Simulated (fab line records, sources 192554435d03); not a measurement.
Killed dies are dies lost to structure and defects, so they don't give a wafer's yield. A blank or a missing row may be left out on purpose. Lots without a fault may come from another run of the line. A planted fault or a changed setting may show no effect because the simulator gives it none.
Problem report in the 8D (eight disciplines) form, filled by code | flow n5_finfet | the parts of the form that need people (team, actions taken, sign-off) are left out

1. THE PROBLEM
spin_speed_rpm at N5_SD_EPI_N_COAT_03 reads a mean of 1454.9 rpm on 6 wafers of 2 lots; wafers without a fault read 1499.9 rpm with a standard deviation of 0.82. That is -55 standard deviations from the usual mean.
The step: resist thk 150 nm.
First seen on wafer L694.1, day 6 22:56, on litho_track-03. The record holds 18 wafers of 6 lots with a number at this step. Rule for "out", or "out of limits": more than 4 standard deviations from the usual mean. The other wafers with a number count as sound.

2. WHAT IT IS AND WHAT IT IS NOT
question                    | is                     | is not
which readings at this step | spin_speed_rpm         | resist_line_temp_C
which lots                  | L694, L698             | L678, L688, L692, L701
which wafers of those lots  | all that have a number | -
read on which tools         | litho_track-03         | litho_track-01, litho_track-05
when                        | from day 6 22:56       | up to then (9 sound wafers); but 3 sound wafers of L701 came after

3. SUSPECTS, AND WHAT RULES EACH OUT
Counting: a tool at a process step up to the reading stays a suspect if it ran every lot that is out and no sound lot after the first of them.
- litho_track-03 at N5_SD_EPI_N_COAT_03 (resist thk 150 nm): kept. It ran every lot that is out, first L694 (day 6 22:56), and no sound lot after that; its last sound lot up to then is L692 (day 6 15:01). Its own readings are out on those wafers: spin_speed_rpm.
Left after counting: litho_track-03 at N5_SD_EPI_N_COAT_03.

4. THE CAUSE (what the simulator had put in)
Process parameter drift: litho_track-03, from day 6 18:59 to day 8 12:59, at N5_SD_EPI_N_COAT_03. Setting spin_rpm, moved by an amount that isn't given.
Counting left only this tool.

5. THE CHAIN OF EFFECTS, in route order
Each row: a reading whose mean over the struck wafers that have a number lies more than 3 standard deviations from the usual. Only readings for which the record gives a usual standard deviation are gone through. hours: the time from each lot's start at the first step in this table that gives one to its start at this step, as a median over the lots. sigmas: the change in usual standard deviations.
hours | step                | reading        | usual      | on struck wafers | change | sigmas
0     | N5_SD_EPI_N_COAT_03 | spin_speed_rpm | 1499.9 rpm | 1454.9           | -45.0  | -55
The process steps in it:
- N5_SD_EPI_N_COAT_03: resist thk 150 nm.
Later measuring or inspecting steps at which every struck wafer that the step has a row for has a number for every such reading, and none has moved that far: N5_SD_EPI_N_CD_MEAS_09, N5_SD_EPI_N_OVL_MEAS_10, N5_SD_EPI_N_INSPECT_11, N5_BEOL_M4_RC_MEAS_101.

6. WHAT WOULD HAVE CAUGHT IT SOONER
In this record the first reading out of limits was taken at day 6 22:56, 4 hours after the fault began at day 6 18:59.
